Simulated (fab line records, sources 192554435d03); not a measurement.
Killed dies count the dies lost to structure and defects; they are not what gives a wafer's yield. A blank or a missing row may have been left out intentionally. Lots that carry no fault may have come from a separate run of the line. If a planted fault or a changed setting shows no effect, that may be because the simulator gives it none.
Split-lot trial ; flow n5_finfet ; 21 wafers read from 7 lots, route of 1938 steps

ON THE SPLIT
At N5_SD_EPI_N_EPI_21 (deposits Si:P, time 690 s), the setting epi_growth_time_s was moved away from the recipe's 690 s on 5 of the 21 wafers read, by -8.2% to -4.1%. This setting was run at the recipe's value on the other wafers.

There is no step in the file separating the split from the reading.

THE READING
Si-P_of_SD_EPI_N_EPI_21.thk_nm (the simulator's own value, which no gauge read), in nm, at N5_SD_EPI_N_PRECLEAN_24 (cleans in O3/DIW, time 60 s). The file gives no usual value for it. Across the 16 wafers here that went through the recipe, the average is 59.4 nm and the standard deviation 0.52 nm.

wafer;tool, chamber at the split;epi_growth_time_s as run, s;against the recipe;Si-P_of_SD_EPI_N_EPI_21.thk_nm, nm;against lot-mates on the recipe
L079.2;epi_rpcvd-02, 0;690;recipe;58;-
L079.4;epi_rpcvd-02, 0;690;recipe;59.6;-
L079.5;epi_rpcvd-02, 0;643;-6.8%;56.2;-2.6
L083.1;epi_rpcvd-04, 0;690;recipe;59.6;-
L083.3;epi_rpcvd-04, 0;690;recipe;59;-
L083.5;epi_rpcvd-04, 0;690;recipe;59.4;-
L084.4;epi_rpcvd-03, 0;690;recipe;59.6;-
L084.5;epi_rpcvd-03, 0;690;recipe;60;-
L084.6;epi_rpcvd-03, 0;690;recipe;59.2;-
L088.4;epi_rpcvd-02, 0;690;recipe;59.4;-
L088.5;epi_rpcvd-02, 0;690;recipe;59.4;-
L088.6;epi_rpcvd-02, 0;690;recipe;59.6;-
L093.2;epi_rpcvd-02, 0;633.6;-8.2%;56.8;-3.4
L093.5;epi_rpcvd-02, 0;633.6;-8.2%;56.6;-3.6
L093.6;epi_rpcvd-02, 0;690;recipe;60.2;-
L095.2;epi_rpcvd-03, 0;690;recipe;59.4;-
L095.4;epi_rpcvd-03, 0;661;-4.2%;57.2;-2.3
L095.6;epi_rpcvd-03, 0;690;recipe;59.6;-
L097.1;epi_rpcvd-03, 0;661.5;-4.1%;57.4;-1.5
L097.4;epi_rpcvd-03, 0;690;recipe;59.4;-
L097.6;epi_rpcvd-03, 0;690;recipe;58.4;-

THE FIT
A straight line over all 21 wafers: Si-P_of_SD_EPI_N_EPI_21.thk_nm changes by +0.378 nm for each +1% of epi_growth_time_s; r = +0.90; the points scatter about the line by 0.54 nm.
The same after taking each lot's own level away (the mean of its wafers on the recipe; 21 wafers): +0.422 nm for each +1%; r = +0.96; scatter 0.38 nm.
On that fit, the largest move of epi_growth_time_s shifts the reading by 3.4 nm.
Measured against the standard deviation above, the lots' own levels, which go from 58.80 to 60.20 nm, span 2.7 times it.
So the lot-to-lot level changes the slope: the two fits differ.
Check: -3.48 nm against its lot-mates is what the line predicts for one of the wafers moved furthest among these (-8.2%) when that wafer is left out of the fit. It came out at -3.4 nm against them.

OTHER SPLITS APPLIED TO THESE WAFERS
Note: prior to the reading, these wafers also went through further splits. Each is held against what the fit with the lots' levels taken away leaves over:
other split on the same wafers;wafers away from the commonest value;r with Si-P_of_SD_EPI_N_EPI_21.thk_nm (lot level and that fit taken away)
N5_WELL_APT_COAT_02 spin_rpm;5;-0.05
N5_PMOS_HMC_CHANNEL_EPI_PEB_07 peb_temp_c;6;-0.09
N5_PMOS_HMC_CHANNEL_EPI_DEVELOP_08 develop_time_s;5;+0.00
N5_FIN_SAQP_SPACER1_ALD_24 temp_c;11;+0.17
N5_DUMMY_GATE_PECVD_30 time_s;9;-0.19
N5_DUMMY_GATE_EXPOSE_12 dose_mj;8;-0.12

THE WHOLE CHAIN: every reading that the file lists as answering this split, in the file's order
step;what it does;reading;change (the file's fit);r (the file's)
N5_SD_EPI_N_EPI_21;deposits Si:P, time 690 s;Si-P_of_SD_EPI_N_EPI_21.thk_nm (the simulator's own value, which no gauge read);+0.426 nm for each +1% of the setting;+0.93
N5_SD_EPI_N_PRECLEAN_24;cleans in O3/DIW, time 60 s;Si-P_of_SD_EPI_N_EPI_21.thk_nm (the simulator's own value, which no gauge read);+0.42 nm for each +1% of the setting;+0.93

FILE'S OWN FIT
Si-P_of_SD_EPI_N_EPI_21.thk_nm changes by +0.42 nm for each +1% of epi_growth_time_s, r = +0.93.
